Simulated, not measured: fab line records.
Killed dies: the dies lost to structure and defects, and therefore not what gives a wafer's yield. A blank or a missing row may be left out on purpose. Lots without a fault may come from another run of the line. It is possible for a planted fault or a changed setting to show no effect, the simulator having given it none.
Matching of chambers :: flow n5-finfet :: N5_BEOL_M12_DEP_53 on pecvd-03 has 3 sister chambers
The step deposits SiCN from 3MS/NH3, target thk 30 nm, time 10.5 s. 6 wafers are shown with their chamber, then 11 later ones without.

== EACH WAFER AND ITS CHAMBER ==
wafer: L082.4
chamber: 2
showerhead-plenum-p-Torr (Torr): 4.155
throttle-valve-pct (%): 17.2

wafer: L084.4
chamber: 1
showerhead-plenum-p-Torr (Torr): 4.119
throttle-valve-pct (%): 18.9

wafer: L086.2
chamber: 1
showerhead-plenum-p-Torr (Torr): 4.118
throttle-valve-pct (%): 18.3

wafer: L086.5
chamber: 0
showerhead-plenum-p-Torr (Torr): 4.156
throttle-valve-pct (%): 18.2

wafer: L086.6
chamber: 2
showerhead-plenum-p-Torr (Torr): 4.153
throttle-valve-pct (%): 17.7

wafer: L087.2
chamber: 0
showerhead-plenum-p-Torr (Torr): 4.152
throttle-valve-pct (%): 18.3

== WAFERS WITHOUT THEIR CHAMBER ==
wafer: L087.3
showerhead-plenum-p-Torr (Torr): 4.171
throttle-valve-pct (%): 17.5

wafer: L087.6
showerhead-plenum-p-Torr (Torr): 4.159
throttle-valve-pct (%): 17.4

wafer: L094.1
showerhead-plenum-p-Torr (Torr): 4.144
throttle-valve-pct (%): 17.4

wafer: L094.2
showerhead-plenum-p-Torr (Torr): 4.112
throttle-valve-pct (%): 18.6

wafer: L094.3
showerhead-plenum-p-Torr (Torr): 4.145
throttle-valve-pct (%): 18.2

wafer: L094.4
showerhead-plenum-p-Torr (Torr): 4.155
throttle-valve-pct (%): 18.1

wafer: L094.5
showerhead-plenum-p-Torr (Torr): 4.124
throttle-valve-pct (%): 18.8

wafer: L094.6
showerhead-plenum-p-Torr (Torr): 4.152
throttle-valve-pct (%): 17.7

wafer: L093.1
showerhead-plenum-p-Torr (Torr): 4.161
throttle-valve-pct (%): 17.5

wafer: L093.5
showerhead-plenum-p-Torr (Torr): 4.115
throttle-valve-pct (%): 18.9

wafer: L093.6
showerhead-plenum-p-Torr (Torr): 4.155
throttle-valve-pct (%): 17.8

== EACH ONE'S CHAMBER ==
wafer: L087.3
from the rows above: can't be placed: 2 or 0
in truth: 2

wafer: L087.6
from the rows above: can't be placed: 2 or 0
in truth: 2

wafer: L094.1
from the rows above: can't be placed: 2 or 0
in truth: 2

wafer: L094.2
from the rows above: 1
in truth: 1

wafer: L094.3
from the rows above: can't be placed: 0 or 2
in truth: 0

wafer: L094.4
from the rows above: can't be placed: 0 or 2
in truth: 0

wafer: L094.5
from the rows above: 1
in truth: 1

wafer: L094.6
from the rows above: can't be placed: 2 or 0
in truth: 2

wafer: L093.1
from the rows above: can't be placed: 2 or 0
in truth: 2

wafer: L093.5
from the rows above: 1
in truth: 1

wafer: L093.6
from the rows above: can't be placed: 2 or 0
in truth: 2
3 of 11 placed correctly. From these rows, 8 cannot be placed; in 8 the true chamber is one of the candidates. Placed wrongly: 0.
How it was worked out, from the rows above alone: a wafer's distance from a chamber is the root of the sum, over the readings, of the square of ((its reading less the chamber's mean) divided by the reading's scatter). The wafer belongs to the nearest chamber; if the next one is less than 2 further off, it can't be placed. For every chamber, the mean is computed from those of its wafers that are shown. The scatter: the root of (the sum of the squares of (reading less its chamber's mean) over the shown wafers, divided by (wafers less chambers)).
